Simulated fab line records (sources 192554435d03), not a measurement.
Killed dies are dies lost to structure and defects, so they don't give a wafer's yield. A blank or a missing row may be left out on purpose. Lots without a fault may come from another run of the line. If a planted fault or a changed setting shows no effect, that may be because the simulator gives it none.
Split-lot study / flow n5_finfet / 39 wafers read from 7 lots, route of 1938 steps

## THE SPLIT ITSELF
At N5_DUMMY_GATE_HM_DEP_06 (deposits SiNx from DCS/NH3, target thk 80 nm, time 5141 s), the setting target_thk_a was moved away from the recipe's 800 angstrom on 6 of the 39 wafers read, by +45.6%. This setting was run at the recipe's value on the other wafers.

The reading is taken at the split's own step.

## THE READING
SiNx_of_DUMMY_GATE_HM_DEP_06.thk_nm (the simulator's own value, which no gauge read), in nm, at N5_DUMMY_GATE_HM_DEP_06 (deposits SiNx from DCS/NH3, target thk 80 nm, time 5141 s). No usual value for it is given in the file. The 33 wafers here that ran the recipe average 79.3 nm, standard deviation 0.96 nm.

wafer=L080.1; tool, chamber at the split=-, -; target_thk_a as run, angstrom=1165; against the recipe=+45.6%; SiNx_of_DUMMY_GATE_HM_DEP_06.thk_nm, nm=117; against lot-mates on the recipe=no lot-mate on the recipe
wafer=L080.2; tool, chamber at the split=-, -; target_thk_a as run, angstrom=1165; against the recipe=+45.6%; SiNx_of_DUMMY_GATE_HM_DEP_06.thk_nm, nm=116.2; against lot-mates on the recipe=no lot-mate on the recipe
wafer=L080.3; tool, chamber at the split=-, -; target_thk_a as run, angstrom=1165; against the recipe=+45.6%; SiNx_of_DUMMY_GATE_HM_DEP_06.thk_nm, nm=116.6; against lot-mates on the recipe=no lot-mate on the recipe
wafer=L080.4; tool, chamber at the split=-, -; target_thk_a as run, angstrom=1165; against the recipe=+45.6%; SiNx_of_DUMMY_GATE_HM_DEP_06.thk_nm, nm=116.6; against lot-mates on the recipe=no lot-mate on the recipe
wafer=L080.5; tool, chamber at the split=-, -; target_thk_a as run, angstrom=1165; against the recipe=+45.6%; SiNx_of_DUMMY_GATE_HM_DEP_06.thk_nm, nm=116.4; against lot-mates on the recipe=no lot-mate on the recipe
wafer=L080.6; tool, chamber at the split=-, -; target_thk_a as run, angstrom=1165; against the recipe=+45.6%; SiNx_of_DUMMY_GATE_HM_DEP_06.thk_nm, nm=117.4; against lot-mates on the recipe=no lot-mate on the recipe
wafer=L081.1; tool, chamber at the split=-, -; target_thk_a as run, angstrom=800; against the recipe=recipe; SiNx_of_DUMMY_GATE_HM_DEP_06.thk_nm, nm=79.8; against lot-mates on the recipe=-
wafer=L081.2; tool, chamber at the split=-, -; target_thk_a as run, angstrom=800; against the recipe=recipe; SiNx_of_DUMMY_GATE_HM_DEP_06.thk_nm, nm=79; against lot-mates on the recipe=-
wafer=L081.4; tool, chamber at the split=-, -; target_thk_a as run, angstrom=800; against the recipe=recipe; SiNx_of_DUMMY_GATE_HM_DEP_06.thk_nm, nm=79; against lot-mates on the recipe=-
wafer=L081.3; tool, chamber at the split=-, -; target_thk_a as run, angstrom=800; against the recipe=recipe; SiNx_of_DUMMY_GATE_HM_DEP_06.thk_nm, nm=79.4; against lot-mates on the recipe=-
wafer=L081.5; tool, chamber at the split=-, -; target_thk_a as run, angstrom=800; against the recipe=recipe; SiNx_of_DUMMY_GATE_HM_DEP_06.thk_nm, nm=79.4; against lot-mates on the recipe=-
wafer=L081.6; tool, chamber at the split=-, -; target_thk_a as run, angstrom=800; against the recipe=recipe; SiNx_of_DUMMY_GATE_HM_DEP_06.thk_nm, nm=79.4; against lot-mates on the recipe=-
wafer=L086.1; tool, chamber at the split=-, -; target_thk_a as run, angstrom=800; against the recipe=recipe; SiNx_of_DUMMY_GATE_HM_DEP_06.thk_nm, nm=80.2; against lot-mates on the recipe=-
wafer=L086.2; tool, chamber at the split=-, -; target_thk_a as run, angstrom=800; against the recipe=recipe; SiNx_of_DUMMY_GATE_HM_DEP_06.thk_nm, nm=80.2; against lot-mates on the recipe=-
wafer=L086.3; tool, chamber at the split=-, -; target_thk_a as run, angstrom=800; against the recipe=recipe; SiNx_of_DUMMY_GATE_HM_DEP_06.thk_nm, nm=80; against lot-mates on the recipe=-
wafer=L086.4; tool, chamber at the split=-, -; target_thk_a as run, angstrom=800; against the recipe=recipe; SiNx_of_DUMMY_GATE_HM_DEP_06.thk_nm, nm=80; against lot-mates on the recipe=-
wafer=L086.6; tool, chamber at the split=-, -; target_thk_a as run, angstrom=800; against the recipe=recipe; SiNx_of_DUMMY_GATE_HM_DEP_06.thk_nm, nm=80; against lot-mates on the recipe=-
wafer=L086.5; tool, chamber at the split=-, -; target_thk_a as run, angstrom=800; against the recipe=recipe; SiNx_of_DUMMY_GATE_HM_DEP_06.thk_nm, nm=80.4; against lot-mates on the recipe=-
wafer=L087.1; tool, chamber at the split=-, -; target_thk_a as run, angstrom=800; against the recipe=recipe; SiNx_of_DUMMY_GATE_HM_DEP_06.thk_nm, nm=77.2; against lot-mates on the recipe=-
wafer=L087.2; tool, chamber at the split=-, -; target_thk_a as run, angstrom=800; against the recipe=recipe; SiNx_of_DUMMY_GATE_HM_DEP_06.thk_nm, nm=78; against lot-mates on the recipe=-
wafer=L087.3; tool, chamber at the split=-, -; target_thk_a as run, angstrom=800; against the recipe=recipe; SiNx_of_DUMMY_GATE_HM_DEP_06.thk_nm, nm=78.4; against lot-mates on the recipe=-
wafer=L087.4; tool, chamber at the split=-, -; target_thk_a as run, angstrom=800; against the recipe=recipe; SiNx_of_DUMMY_GATE_HM_DEP_06.thk_nm, nm=77.6; against lot-mates on the recipe=-
wafer=L087.5; tool, chamber at the split=-, -; target_thk_a as run, angstrom=800; against the recipe=recipe; SiNx_of_DUMMY_GATE_HM_DEP_06.thk_nm, nm=77.4; against lot-mates on the recipe=-
wafer=L087.6; tool, chamber at the split=-, -; target_thk_a as run, angstrom=800; against the recipe=recipe; SiNx_of_DUMMY_GATE_HM_DEP_06.thk_nm, nm=77.8; against lot-mates on the recipe=-
wafer=L092.1; tool, chamber at the split=-, -; target_thk_a as run, angstrom=800; against the recipe=recipe; SiNx_of_DUMMY_GATE_HM_DEP_06.thk_nm, nm=78.6; against lot-mates on the recipe=-
wafer=L092.4; tool, chamber at the split=-, -; target_thk_a as run, angstrom=800; against the recipe=recipe; SiNx_of_DUMMY_GATE_HM_DEP_06.thk_nm, nm=78.6; against lot-mates on the recipe=-
wafer=L092.2; tool, chamber at the split=-, -; target_thk_a as run, angstrom=800; against the recipe=recipe; SiNx_of_DUMMY_GATE_HM_DEP_06.thk_nm, nm=79; against lot-mates on the recipe=-
wafer=L092.5; tool, chamber at the split=-, -; target_thk_a as run, angstrom=800; against the recipe=recipe; SiNx_of_DUMMY_GATE_HM_DEP_06.thk_nm, nm=79; against lot-mates on the recipe=-
wafer=L092.3; tool, chamber at the split=-, -; target_thk_a as run, angstrom=800; against the recipe=recipe; SiNx_of_DUMMY_GATE_HM_DEP_06.thk_nm, nm=78.4; against lot-mates on the recipe=-
wafer=L092.6; tool, chamber at the split=-, -; target_thk_a as run, angstrom=800; against the recipe=recipe; SiNx_of_DUMMY_GATE_HM_DEP_06.thk_nm, nm=78.8; against lot-mates on the recipe=-
wafer=L093.2; tool, chamber at the split=lpcvd-02, 0/45; target_thk_a as run, angstrom=800; against the recipe=recipe; SiNx_of_DUMMY_GATE_HM_DEP_06.thk_nm, nm=79.6; against lot-mates on the recipe=-
wafer=L093.4; tool, chamber at the split=lpcvd-02, 0/54; target_thk_a as run, angstrom=800; against the recipe=recipe; SiNx_of_DUMMY_GATE_HM_DEP_06.thk_nm, nm=79.8; against lot-mates on the recipe=-
wafer=L093.6; tool, chamber at the split=lpcvd-02, 0/64; target_thk_a as run, angstrom=800; against the recipe=recipe; SiNx_of_DUMMY_GATE_HM_DEP_06.thk_nm, nm=80.2; against lot-mates on the recipe=-
wafer=L097.1; tool, chamber at the split=-, -; target_thk_a as run, angstrom=800; against the recipe=recipe; SiNx_of_DUMMY_GATE_HM_DEP_06.thk_nm, nm=80; against lot-mates on the recipe=-
wafer=L097.3; tool, chamber at the split=-, -; target_thk_a as run, angstrom=800; against the recipe=recipe; SiNx_of_DUMMY_GATE_HM_DEP_06.thk_nm, nm=80; against lot-mates on the recipe=-
wafer=L097.4; tool, chamber at the split=-, -; target_thk_a as run, angstrom=800; against the recipe=recipe; SiNx_of_DUMMY_GATE_HM_DEP_06.thk_nm, nm=80; against lot-mates on the recipe=-
wafer=L097.6; tool, chamber at the split=-, -; target_thk_a as run, angstrom=800; against the recipe=recipe; SiNx_of_DUMMY_GATE_HM_DEP_06.thk_nm, nm=80; against lot-mates on the recipe=-
wafer=L097.2; tool, chamber at the split=-, -; target_thk_a as run, angstrom=800; against the recipe=recipe; SiNx_of_DUMMY_GATE_HM_DEP_06.thk_nm, nm=81.2; against lot-mates on the recipe=-
wafer=L097.5; tool, chamber at the split=-, -; target_thk_a as run, angstrom=800; against the recipe=recipe; SiNx_of_DUMMY_GATE_HM_DEP_06.thk_nm, nm=80.4; against lot-mates on the recipe=-

FIT RESULTS
A straight line over all 39 wafers: SiNx_of_DUMMY_GATE_HM_DEP_06.thk_nm changes by +0.82 nm for each +1% of target_thk_a; r = +1.00; the points scatter about the line by 0.92 nm.
Too few moved wafers with a lot-mate on the recipe to fit a line net of each lot's own level.

## THE FILE'S OWN FIT
SiNx_of_DUMMY_GATE_HM_DEP_06.thk_nm changes by +0.82 nm for each +1% of target_thk_a, r = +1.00.
